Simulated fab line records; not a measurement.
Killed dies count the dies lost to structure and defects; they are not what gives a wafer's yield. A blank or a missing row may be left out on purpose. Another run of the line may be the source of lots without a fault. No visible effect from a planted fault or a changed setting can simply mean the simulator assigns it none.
Chamber matching    flow n5_finfet    3 sister chambers for N5_BEOL_M10_CURE_72 on uv_cure-03
The step cures SiCOH lowk, time 120 s. 6 wafers are shown with their chamber, then 9 later ones without.

## EACH WAFER AND ITS CHAMBER
wafer   chamber  wafer_temp_C_max  lamp_power_pct (%)
L077.3  0        371.1             52.29
L077.5  0        371.2             52.30
L084.5  2        371.7             52.29
L084.6  2        371.7             52.29
L089.4  1        371.4             52.15
L089.5  1        371.7             52.31

## WAFERS WITHOUT THEIR CHAMBER
wafer   wafer_temp_C_max  lamp_power_pct (%)
L097.2  371.2             52.21
L097.4  371.7             52.33
L097.6  371.5             52.33
L096.2  370.9             52.24
L096.3  371.3             52.36
L096.5  371.5             52.31
L095.3  371.0             52.30
L095.4  371.1             52.28
L095.5  370.8             52.24

## EACH ONE'S CHAMBER
wafer    from the rows above            in truth
L097.2   can't be placed: 0 or 1        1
L097.4   can't be placed: 2 or 1        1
L097.6   can't be placed: 1 or 2 or 0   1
L096.2   0                              0
L096.3   can't be placed: 0 or 1 or 2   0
L096.5   can't be placed: 1 or 2 or 0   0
L095.3   0                              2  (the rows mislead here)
L095.4   0                              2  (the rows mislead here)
L095.5   0                              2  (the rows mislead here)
Correctly placed: 1 of 9. From these rows, 5 cannot be placed; in 5 the true chamber is one of the candidates. Placed wrongly: 3.
How it was worked out, from the rows above alone: a wafer's distance from a chamber is the root of the sum, over the readings, of the square of ((its reading less the chamber's mean) divided by the reading's scatter). The wafer belongs to the nearest chamber; if the next one is less than 2 further off, it can't be placed. Each chamber's mean is taken over the wafers shown for it. The scatter: the root of (the sum of the squares of (reading less its chamber's mean) over the shown wafers, divided by (wafers less chambers)).
